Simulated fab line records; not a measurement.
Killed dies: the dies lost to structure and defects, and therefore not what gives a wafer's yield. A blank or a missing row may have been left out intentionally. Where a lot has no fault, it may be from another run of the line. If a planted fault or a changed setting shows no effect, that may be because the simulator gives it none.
fab line records | flow nand_harc
[record] lots = 6 | wafers = 18 | last_day = 32
route steps=1302 shown A_M0@1148
lots that met no fault: from a run of the same line without faults
start_h: hours from the record's opening day to when the first of the lot's shown wafers began | wait_h: how many hours have passed since the lot's step before this one | " as in the row above | L1.1+2: one row covering several wafers at once | - either no value or no given start | * or withheld: withheld | < > ~ a bound
route shown NAME@n: names a module that has steps shown in the file, with the first one's number in the route | usual: mean/standard deviation of fault-free wafers | same: alike in all rows | chamber/n: place in a boat | sites: per-site readings | _std_site: standard deviation across them | _edge_site: outer sites' mean less inner sites' | radius_mm: for every site, how far away it sits from the centre of the wafer | mask NAME#n: copy n | behind: tool/chamber where the wafer was last shaped | hold: why the lot went on hold/how many hours it stayed there/how the hold came to an end | device: the transistor (n, p or np) that didn't switch | end of line: tests of these same wafers at the route's end | a step without rows: its recipe alone | killed: dies that structure and defects cost at the first sort, which is not the same as the wafer's yield | map: dies across one wafer; x = killed, . = not, _ = none there
set.NAME: the setting the step ran with; set.NAME@STEP: the setting that earlier step ran with | model.NAME: the simulator's own value behind a step, which no gauge read
certain route steps with their lots: each step a table, each wafer a row
services: the hour from which a tool's chamber was out of use, counted from the record's first day as start_h (under 0 if before that day), plus the number of hours and why
[[steps]]
[step NHARC_A_M0_OVL_MEAS_10]
[recipe] pitch_nm = 160
[usual] overlay_x_nm = 0.1/0.94 | overlay_y_nm = 0.0/0.72
lot.wafer | tool       | chamber | start_h | wait_h | overlay_x_nm | overlay_y_nm
L662.1    | overlay-01 | -       | 541.61  | -      | -0.5         | -0.4
L662.2    | "          | -       | "       | "      | -0.3         | -0.9
L662.4    | "          | -       | "       | "      | -0.7         | -0.3
L665.3    | overlay-01 | -       | 574.11  | -      | -1.6         | 0.3
L665.5    | "          | -       | "       | "      | -1.7         | 0.1
L665.6    | "          | -       | "       | "      | -1.9         | 0.1
L669.2    | overlay-02 | -       | 624.21  | -      | 0.5          | 0.5
L669.3    | "          | -       | "       | "      | 0.4          | 0.2
L669.6    | "          | -       | "       | "      | 1.0          | 1.3
L671.1    | overlay-02 | -       | 635.85  | -      | 0.1          | -0.3
L671.3    | "          | -       | "       | "      | 0.4          | 0.1
L671.4    | "          | -       | "       | "      | 0.0          | -0.4
L676.1    | overlay-02 | -       | 673.44  | -      | -2.1         | 1.3
L676.2    | "          | -       | "       | "      | -2.1         | 1.5
L676.5    | "          | -       | "       | "      | -2.2         | 1.2
L679.2    | overlay-01 | -       | 711.01  | -      | -0.2         | -1.1
L679.3    | "          | -       | "       | "      | -0.1         | -0.7
L679.6    | "          | -       | "       | "      | 0.0          | -1.3
[step NHARC_A_M0_INSPECT_11]
[usual] raw_defect_count = 95/35
lot.wafer | tool              | chamber | start_h | wait_h | raw_defect_count
L662.1    | defect_inspect-01 | -       | 541.65  | 0.0    | 82
L662.2    | "                 | -       | "       | "      | 70
L662.4    | "                 | -       | "       | "      | 77
L665.3    | defect_inspect-02 | -       | 574.15  | 0.0    | 144
L665.5    | "                 | -       | "       | "      | 159
L665.6    | "                 | -       | "       | "      | 139
L669.2    | defect_inspect-01 | -       | 624.25  | 0.0    | 127
L669.3    | "                 | -       | "       | "      | 130
L669.6    | "                 | -       | "       | "      | 114
L671.1    | defect_inspect-02 | -       | 635.89  | 0.0    | 76
L671.3    | "                 | -       | "       | "      | 78
L671.4    | "                 | -       | "       | "      | 85
L676.1    | defect_inspect-01 | -       | 673.48  | 0.0    | 87
L676.2    | "                 | -       | "       | "      | 86
L676.5    | "                 | -       | "       | "      | 57
L679.2    | defect_inspect-02 | -       | 711.05  | 0.0    | 102
L679.3    | "                 | -       | "       | "      | 90
L679.6    | "                 | -       | "       | "      | 98
[step NHARC_A_M0_DESCUM_14]
[recipe] time_s = 3 | o2_flow_sccm = 200 | ar_flow_sccm = 0 | bias_power_w = 0 | chemistry = O2
[step NHARC_A_M0_ETCH_34]
[recipe] target_depth_a = 400 | overetch_a = 120 | time_s = 43.94 | ion_energy_ev = 200 | n2_flow_sccm = 150 | h2_flow_sccm = 150 | ar_flow_sccm = 0 | rf_w = 400 | bias_w = 150 | chemistry = N2/H2
[usual] bias_w = 150.1/0.47 | drypump_motor_current_A = 5.5/0.48 | oes_product_au = 0.999/0.0093 | rf_fwd_power_W = 394.5/1.7 | rf_vpp_V = 430.2/2.4 | showerhead_plenum_p_Torr = 2.03/0.085 | throttle_valve_pct = 14.170/0.011
lot.wafer | tool        | chamber | start_h | wait_h | bias_w | drypump_motor_current_A | oes_product_au | rf_fwd_power_W | rf_hours_counter_h | rf_vpp_V | showerhead_plenum_p_Torr | throttle_valve_pct
L662.4    | rie_diel-09 | 0       | 541.80  | 0.1    | 150.0  | 5.7                     | 0.991          | 395.2          | 3                  | 429.9    | 2.02                     | 14.154
L662.1    | "           | 1       | "       | "      | 150.1  | 6.3                     | 0.985          | 391.6          | 2                  | 433.8    | 2.17                     | 14.168
L662.2    | "           | 2       | "       | "      | 150.4  | 5.3                     | 0.989          | 391.6          | 2                  | 432.8    | 2.13                     | 14.172
L665.3    | rie_diel-13 | 0       | 574.31  | 0.1    | 150.6  | 5.4                     | 0.990          | 394.0          | 4                  | 425.8    | 1.92                     | 14.180
L665.5    | "           | 1       | "       | "      | 149.8  | 5.1                     | 1.006          | 394.2          | -                  | 427.5    | 1.94                     | 14.172
L665.6    | "           | 2       | "       | "      | 149.9  | 5.7                     | 0.992          | 397.1          | -                  | 427.4    | 1.94                     | 14.165
L669.2    | rie_diel-04 | 3       | 624.40  | 0.1    | 149.9  | 5.1                     | 1.001          | 396.1          | 4                  | 433.2    | 2.11                     | 14.170
L669.3    | "           | 2       | "       | "      | 150.7  | 6.6                     | 1.005          | 397.5          | 4                  | 425.2    | 1.89                     | 14.175
L669.6    | "           | 0       | "       | "      | 150.5  | 5.4                     | 1.004          | 395.5          | -                  | 430.1    | 2.01                     | 14.154
L671.1    | rie_diel-13 | 2       | 636.04  | 0.1    | 150.4  | 5.7                     | 0.994          | 394.8          | 10                 | 428.7    | 1.94                     | 14.166
L671.4    | "           | 0       | "       | "      | 150.7  | 5.4                     | 1.005          | 394.0          | 7                  | 428.6    | 1.92                     | 14.165
L671.3    | "           | 1       | "       | "      | 149.5  | 5.1                     | 1.000          | 392.7          | 9                  | 427.8    | 1.94                     | 14.188
L676.2    | rie_diel-09 | 2       | 673.62  | 0.1    | 150.2  | 5.3                     | 1.000          | 393.0          | 9                  | 432.9    | 2.13                     | 14.157
L676.1    | "           | 3       | "       | "      | 150.8  | 4.9                     | 0.986          | 393.0          | 9                  | 428.5    | 2.00                     | 14.172
L676.5    | "           | 2       | "       | "      | 150.0  | 5.3                     | 1.001          | 393.5          | -                  | 433.1    | 2.13                     | 14.185
L679.3    | rie_diel-09 | 1       | 711.20  | 0.1    | 150.6  | 6.3                     | 0.998          | 391.5          | 1                  | 433.4    | 2.17                     | 14.151
L679.2    | "           | 3       | "       | "      | 150.2  | 4.9                     | 1.022          | 396.7          | 1                  | 429.9    | 2.00                     | 14.173
L679.6    | "           | 2       | "       | "      | 150.4  | 5.3                     | 1.008          | 394.8          | -                  | 432.7    | 2.13                     | 14.196
[step NHARC_A_M0_ETCH_15]
[recipe] target_depth_a = 1500 | overetch_a = 150 | time_s = 82.5 | c4f8_flow_sccm = withheld | ar_flow_sccm = 400 | rf_w = 600 | bias_w = 300 | chemistry = C4F8/Ar
[step NHARC_A_M0_CD_MEAS_16]
[usual] cd_nm = 80.0/0.97
lot.wafer | tool      | chamber | start_h | wait_h | cd_nm
L662.1    | cd_sem-01 | -       | 542.01  | -      | 80.6
L662.2    | "         | -       | "       | "      | 79.7
L662.4    | "         | -       | "       | "      | 77.9
L665.3    | cd_sem-02 | -       | 574.52  | -      | 78.8
L665.5    | "         | -       | "       | "      | 80.7
L665.6    | "         | -       | "       | "      | 78.2
L669.2    | cd_sem-03 | -       | 624.61  | -      | 80.9
L669.3    | "         | -       | "       | "      | 80.6
L669.6    | "         | -       | "       | "      | 82.6
L671.1    | cd_sem-01 | -       | 636.25  | -      | 79.1
L671.3    | "         | -       | "       | "      | 79.2
L671.4    | "         | -       | "       | "      | 78.8
L676.1    | cd_sem-02 | -       | 673.84  | -      | 81.7
L676.2    | "         | -       | "       | "      | 79.7
L676.5    | "         | -       | "       | "      | 81.4
L679.2    | cd_sem-02 | -       | 711.41  | -      | 79.3
L679.3    | "         | -       | "       | "      | 80.9
L679.6    | "         | -       | "       | "      | 80.7
[step NHARC_A_M0_STRIP_18]
[recipe] power_w = 1000 | n2_flow_sccm = 150 | h2_flow_sccm = 150 | ar_flow_sccm = 0 | bias_w = 0 | chemistry = N2/H2
[usual] drypump_motor_current_A = 5.6/0.5 | oes_product_au = 0.999/0.0092 | power_w = 999.8/2.9 | rf_fwd_power_W = 996.7/2.9 | rf_vpp_V = 90.5/0.93 | showerhead_plenum_p_Torr = 2.01/0.089 | throttle_valve_pct = 14.170/0.009
[same] bias_w = 0
lot.wafer | tool        | chamber | start_h | wait_h | drypump_motor_current_A | oes_product_au | power_w | rf_fwd_power_W | rf_hours_counter_h | rf_vpp_V | showerhead_plenum_p_Torr | throttle_valve_pct
L662.1    | rie_diel-04 | 1       | 542.09  | 0.1    | 5.3                     | 0.995          | 998.0   | 1002.9         | 0                  | 90.5     | 1.98                     | 14.167
L662.2    | "           | 2       | "       | "      | 6.5                     | 1.006          | 1006.1  | 997.2          | 0                  | 90.0     | 1.90                     | 14.171
L662.4    | "           | 3       | "       | "      | 5.1                     | 0.997          | 995.8   | 998.9          | 0                  | 91.7     | 2.11                     | 14.167
L665.3    | rie_diel-04 | 0       | 574.61  | 0.1    | 5.5                     | 1.015          | 998.5   | 999.6          | 1                  | 91.3     | 2.01                     | 14.160
L665.6    | "           | 3       | "       | "      | 5.1                     | 0.996          | 996.7   | 994.9          | -                  | 90.2     | 2.11                     | 14.165
L665.5    | "           | 0       | "       | "      | 5.5                     | 1.014          | 1001.4  | 999.1          | -                  | 90.7     | 2.01                     | 14.158
L669.2    | rie_diel-09 | 0       | 624.68  | 0.1    | 5.7                     | 0.996          | 994.8   | 997.8          | 7                  | 90.3     | 2.02                     | 14.171
L669.3    | "           | 1       | "       | "      | 6.3                     | 0.983          | 995.5   | 998.1          | 6                  | 92.0     | 2.17                     | 14.169
L669.6    | "           | 1       | "       | "      | 6.3                     | 0.984          | 1001.8  | 995.7          | -                  | 91.8     | 2.17                     | 14.177
L671.1    | rie_diel-04 | 2       | 636.32  | 0.1    | 6.5                     | 0.999          | 999.8   | 994.9          | 5                  | 88.5     | 1.89                     | 14.171
L671.4    | "           | 3       | "       | "      | 5.1                     | 0.998          | 998.0   | 998.6          | 5                  | 88.3     | 2.11                     | 14.172
L671.3    | "           | 0       | "       | "      | 5.5                     | 0.998          | 994.4   | 993.6          | 5                  | 90.2     | 2.01                     | 14.184
L676.2    | rie_diel-13 | 1       | 673.94  | 0.1    | 5.1                     | 1.002          | 1001.0  | 996.6          | 12                 | 91.3     | 1.94                     | 14.161
L676.1    | "           | 2       | "       | "      | 5.7                     | 1.011          | 996.6   | 997.4          | 12                 | 90.6     | 1.94                     | 14.171
L676.5    | "           | 0       | "       | "      | 5.4                     | 1.000          | 1003.0  | 992.3          | -                  | 89.1     | 1.92                     | 14.179
L679.3    | rie_diel-13 | 0       | 711.49  | 0.1    | 5.4                     | 0.988          | 999.6   | 997.4          | 0                  | 90.0     | 1.92                     | 14.167
L679.2    | "           | 2       | "       | "      | 5.7                     | 0.996          | 1003.0  | 1000.8         | 0                  | 90.3     | 1.93                     | 14.180
L679.6    | "           | 0       | "       | "      | 5.4                     | 0.994          | 999.3   | 997.9          | -                  | 90.3     | 1.92                     | 14.169
[step NHARC_A_M0_STRIP_19]
[recipe] time_s = 600 | temp_c = 30 | chemistry = post_etch_residue_remover
[step NHARC_A_M0_DEGAS_28]
[recipe] temp_c = 250 | time_s = 60
[usual] heater_power_w = 340/27
lot.wafer | tool           | chamber | start_h | wait_h | heater_power_w
L662.2    | pvd_sputter-03 | -       | 542.63  | -      | 352
L662.1    | "              | -       | "       | "      | 341
L662.4    | "              | -       | "       | "      | 348
L665.3    | pvd_sputter-01 | -       | 575.13  | -      | 373
L665.5    | "              | -       | "       | "      | 365
L665.6    | "              | -       | "       | "      | 365
L669.2    | pvd_sputter-01 | -       | 625.23  | -      | 277
L669.3    | "              | -       | "       | "      | 361
L669.6    | "              | -       | "       | "      | 309
L671.4    | pvd_sputter-02 | -       | 636.87  | -      | 356
L671.3    | "              | -       | "       | "      | 297
L671.1    | "              | -       | "       | "      | 352
L676.1    | pvd_sputter-01 | -       | 674.51  | -      | 364
L676.2    | "              | -       | "       | "      | 317
L676.5    | "              | -       | "       | "      | 315
L679.3    | pvd_sputter-01 | -       | 712.03  | -      | 315
L679.2    | "              | -       | "       | "      | 274
L679.6    | "              | -       | "       | "      | 316
[step NHARC_A_M0_PRE_CLEAN_29]
[recipe] time_s = 30 | temp_c = 280 | gas = H2/He
[step NHARC_A_M0_PVD_20]
[recipe] target_thk_a = 50 | bias_v = 168.6 | power_w = 15000 | chamber_pressure_pa = 0.12 | time_s = 8.06 | substrate_temp_c = 50 | material = TaN
[step NHARC_A_M0_PVD_21]
[recipe] target_thk_a = 300 | chamber_pressure_pa = 5 | power_w = 5000 | substrate_temp_c = 30 | time_s = 20.49 | material = Cu
[usual] chamber_pressure_pa = 5.000/0.011 | throttle_valve_pct = 30.2/1
lot.wafer | tool           | chamber | start_h | wait_h | chamber_pressure_pa | throttle_valve_pct
L662.2    | pvd_sputter-03 | -       | -       | -      | 4.996               | 28.7
L662.1    | "              | -       | "       | "      | 4.996               | 30.0
L662.4    | "              | -       | "       | "      | 4.992               | 30.1
L665.3    | pvd_sputter-01 | -       | -       | -      | 4.992               | 30.8
L665.5    | "              | -       | "       | "      | 4.998               | 31.5
L665.6    | "              | -       | "       | "      | 5.005               | 30.4
L669.2    | pvd_sputter-01 | -       | -       | -      | 5.061               | 31.1
L669.3    | "              | -       | "       | "      | 5.002               | 29.7
L669.6    | "              | -       | "       | "      | 4.991               | 32.6
L671.4    | pvd_sputter-02 | -       | -       | -      | 5.010               | 29.5
L671.1    | "              | -       | "       | "      | 4.983               | 30.4
L671.3    | "              | -       | "       | "      | 5.008               | 30.6
L676.2    | pvd_sputter-01 | -       | -       | -      | 5.004               | 31.0
L676.1    | "              | -       | "       | "      | 4.976               | 29.8
L676.5    | "              | -       | "       | "      | 4.980               | 30.0
L679.3    | pvd_sputter-01 | -       | -       | -      | 4.998               | 30.1
L679.2    | "              | -       | "       | "      | 4.985               | 30.1
L679.6    | "              | -       | "       | "      | 5.017               | 32.5
[step NHARC_A_M0_ECD_22]
[recipe] target_thk_a = 4000 | bath_temp_c = 25 | material = Cu
[usual] bath_heat_duty_pct = 6.0/0.54 | bath_temp_c = 24.98/0.11
lot.wafer | tool      | chamber | start_h | wait_h | bath_heat_duty_pct | bath_temp_c
L662.2    | ecd_cu-02 | 0       | 543.00  | -      | -                  | -
L662.1    | "         | 1       | "       | "      | -                  | -
L662.4    | "         | 1       | "       | "      | -                  | -
L665.3    | ecd_cu-01 | 0       | 575.65  | -      | -                  | -
L665.6    | "         | 1       | "       | "      | -                  | -
L665.5    | "         | 0       | "       | "      | -                  | -
L669.2    | ecd_cu-02 | 0       | 625.63  | -      | 5.0                | 25.05
L669.3    | "         | 0       | "       | "      | 6.4                | 25.17
L669.6    | "         | 0       | "       | "      | 6.2                | 25.04
L671.1    | ecd_cu-02 | 0       | 637.27  | -      | 6.0                | 24.94
L671.4    | "         | 1       | "       | "      | 5.9                | 24.91
L671.3    | "         | 0       | "       | "      | 5.9                | 24.94
L676.2    | ecd_cu-01 | 0       | 674.87  | -      | 6.1                | 25.22
L676.1    | "         | 1       | "       | "      | 5.5                | 24.95
L676.5    | "         | 0       | "       | "      | 6.8                | 25.01
L679.2    | ecd_cu-01 | 0       | 712.44  | -      | 6.5                | 25.01
L679.3    | "         | 1       | "       | "      | 5.2                | 25.05
L679.6    | "         | 1       | "       | "      | 5.4                | 24.99
[step NHARC_A_M0_ANNEAL_30]
[recipe] temp_c = 225 | time_s = 90
[usual] wafer_temp_C_max = 226.1/0.33
lot.wafer | tool          | chamber | start_h | wait_h | wafer_temp_C_max
L662.1    | rtp_anneal-01 | 0       | 543.38  | 0.3    | 226.0
L662.2    | "             | 0       | "       | "      | 225.8
L662.4    | "             | 0       | "       | "      | 226.2
L665.3    | rtp_anneal-01 | 0       | 575.98  | 0.3    | 226.4
L665.5    | "             | 0       | "       | "      | 226.1
L665.6    | "             | 0       | "       | "      | 226.7
L669.2    | rtp_anneal-02 | 0       | 626.02  | 0.3    | 226.0
L669.3    | "             | 0       | "       | "      | 225.9
L669.6    | "             | 0       | "       | "      | 226.0
L671.1    | rtp_anneal-02 | 0       | 637.60  | -      | 225.5
L671.3    | "             | 0       | "       | "      | 225.9
L671.4    | "             | 0       | "       | "      | 226.0
L676.1    | rtp_anneal-01 | 0       | 675.25  | 0.3    | 226.3
L676.2    | "             | 0       | "       | "      | 226.7
L676.5    | "             | 0       | "       | "      | 226.4
L679.2    | rtp_anneal-01 | 0       | 712.82  | 0.3    | 226.3
L679.3    | "             | 0       | "       | "      | 226.1
L679.6    | "             | 0       | "       | "      | 226.0
[step NHARC_A_M0_CMP_23]
[recipe] t_overpolish_s = 20 | target_thk_nm = 113.75
[usual] edge_zone_pressure_frac = 0.999/0.0056 | motor_current_A = 12.2/1.1 | time_to_endpoint_s = 28.1/2.2
lot.wafer | tool   | chamber | start_h | wait_h | edge_zone_pressure_frac | motor_current_A | time_to_endpoint_s
L662.1    | cmp-02 | 3       | 543.73  | -      | 1.000                   | 11.2            | 5.7
L662.2    | "      | 0       | "       | "      | 0.999                   | 12.6            | 4.4
L662.4    | "      | 1       | "       | "      | 1.002                   | 10.3            | 1.4
L665.3    | cmp-04 | 0       | 576.21  | -      | 0.988                   | 11.9            | 2.9
L665.6    | "      | 0       | "       | "      | 1.000                   | 11.9            | 4.4
L665.5    | "      | 1       | "       | "      | 1.000                   | 13.0            | 0.0
L669.2    | cmp-03 | 3       | 626.31  | -      | 0.993                   | 11.7            | 29.5
L669.3    | "      | 1       | "       | "      | 1.004                   | 13.0            | 29.9
L669.6    | "      | 0       | "       | "      | 0.995                   | 11.2            | 25.8
L671.1    | cmp-04 | 2       | 637.94  | -      | 1.006                   | 14.0            | 28.9
L671.3    | "      | 3       | "       | "      | 0.999                   | 11.8            | 25.1
L671.4    | "      | 1       | "       | "      | 0.997                   | 14.0            | 27.5
L676.1    | cmp-03 | 1       | 675.61  | -      | 1.004                   | 13.4            | 28.5
L676.2    | "      | 3       | "       | "      | 1.009                   | 11.0            | 26.8
L676.5    | "      | 1       | "       | "      | 0.994                   | 13.5            | 26.4
L679.2    | cmp-02 | 2       | 713.11  | -      | 0.992                   | 10.8            | 26.8
L679.3    | "      | 0       | "       | "      | 1.000                   | 12.6            | 32.7
L679.6    | "      | 2       | "       | "      | 1.002                   | 11.3            | 25.5
[step NHARC_A_M0_THK_MEAS_24]
[recipe] thk_meas_gauge = xrf
[usual] thk_nm = 113.4/1.4
lot.wafer | tool          | chamber | start_h | wait_h | thk_nm
L662.1    | film_metro-02 | -       | 544.04  | -      | 29.0
L662.2    | "             | -       | "       | "      | 29.2
L662.4    | "             | -       | "       | "      | 28.6
L665.3    | film_metro-01 | -       | 576.54  | -      | 29.2
L665.5    | "             | -       | "       | "      | 30.3
L665.6    | "             | -       | "       | "      | 28.3
L669.2    | film_metro-01 | -       | 626.63  | -      | 113.2
L669.3    | "             | -       | "       | "      | 115.0
L669.6    | "             | -       | "       | "      | 115.2
L671.1    | film_metro-01 | -       | 638.26  | -      | 113.1
L671.3    | "             | -       | "       | "      | 111.5
L671.4    | "             | -       | "       | "      | 110.4
L676.1    | film_metro-02 | -       | 675.92  | -      | 112.3
L676.2    | "             | -       | "       | "      | 111.8
L676.5    | "             | -       | "       | "      | 113.1
L679.2    | film_metro-02 | -       | 713.43  | -      | 111.8
L679.3    | "             | -       | "       | "      | 114.4
L679.6    | "             | -       | "       | "      | 113.8
[step NHARC_A_M0_SRD_25]
[[services]]
tool           | chamber | start_h | hours | kind
rie_diel-13    | -       | 519.00  | 9.0   | pm
pvd_sputter-03 | -       | 523.20  | 2.8   | repair
pvd_sputter-03 | -       | 526.00  | 10.0  | pm
cmp-02         | -       | 526.56  | 4.0   | pm
cmp-03         | -       | 530.11  | 0.7   | repair
rie_diel-04    | -       | 531.90  | 9.0   | pm
rie_diel-09    | 3       | 544.75  | 3.4   | repair
rie_diel-13    | 0       | 552.00  | 15.9  | repair
cmp-03         | -       | 555.29  | 4.0   | pm
cmp-02         | -       | 559.12  | 0.7   | repair
rie_diel-09    | 1       | 570.75  | 21.0  | repair
pvd_sputter-01 | -       | 582.04  | 10.0  | pm
ecd_cu-02      | -       | 596.19  | 8.0   | pm
rie_diel-09    | -       | 625.80  | 0.3   | repair
ecd_cu-02      | -       | 639.64  | 5.2   | repair
rie_diel-09    | 3       | 657.87  | 2.5   | repair
rie_diel-09    | -       | 674.10  | 9.0   | pm
ecd_cu-02      | -       | 680.27  | 11.8  | repair
pvd_sputter-01 | -       | 684.99  | 8.9   | repair
ecd_cu-01      | -       | 688.00  | 8.0   | pm
rie_diel-04    | -       | 688.02  | 0.9   | repair
rie_diel-13    | -       | 696.00  | 9.0   | pm
rie_diel-04    | -       | 708.90  | 9.0   | pm
ecd_cu-01      | -       | 710.55  | 1.6   | repair
[[key]]
[first_sign] step = NHARC_A_M0_ECD_22 | reading = tool_record | direction = missing
[effect] step = NHARC_A_M0_CMP_23 | reading = time_to_endpoint_s | direction = down | sigmas = 11 | usual = * | struck = *
[effect] step = NHARC_A_M0_THK_MEAS_24 | reading = thk_nm | direction = down | sigmas = 61 | usual = 113.4 | struck = 29.1
met_at NHARC_A_M0_ECD_22
struck_wafers L662.1,L662.2,L662.4,L665.3,L665.5,L665.6
later_rows_left_out L662.1,L662.2,L662.4,L665.3,L665.5,L665.6
sort_left_out L662.1,L662.2,L662.4,L665.3,L665.5,L665.6
tester_left_out L662,L665
[earlier_fault] kind = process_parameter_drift | tool = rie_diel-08 | chamber = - | onset_h = 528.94 | steps = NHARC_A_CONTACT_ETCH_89 | channel = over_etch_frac | offset = 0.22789 | shape = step | acts_in = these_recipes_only | stated = 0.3
[fault] kind = skipped_step_whole | tool = ecd_cu-01,ecd_cu-02 | chamber = - | onset_h = 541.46 | steps = NHARC_A_M0_ECD_22 | scope = struck_lots_only
// tester_left_out: of these lots the tester's yield and bins aren't shown, on N5 and GAA mostly nor the transistor test; their killed dies are dies lost to structure and defects alone, not to doping, threshold or leakage, so they don't give the yield
// sort_left_out: the simulated sort isn't trusted on such a fault, so these wafers' sort isn't shown, and their yield isn't known
// later_rows_left_out: the simulator's readings of these wafers behind a module that went badly wrong aren't trusted and aren't shown, but for the sort
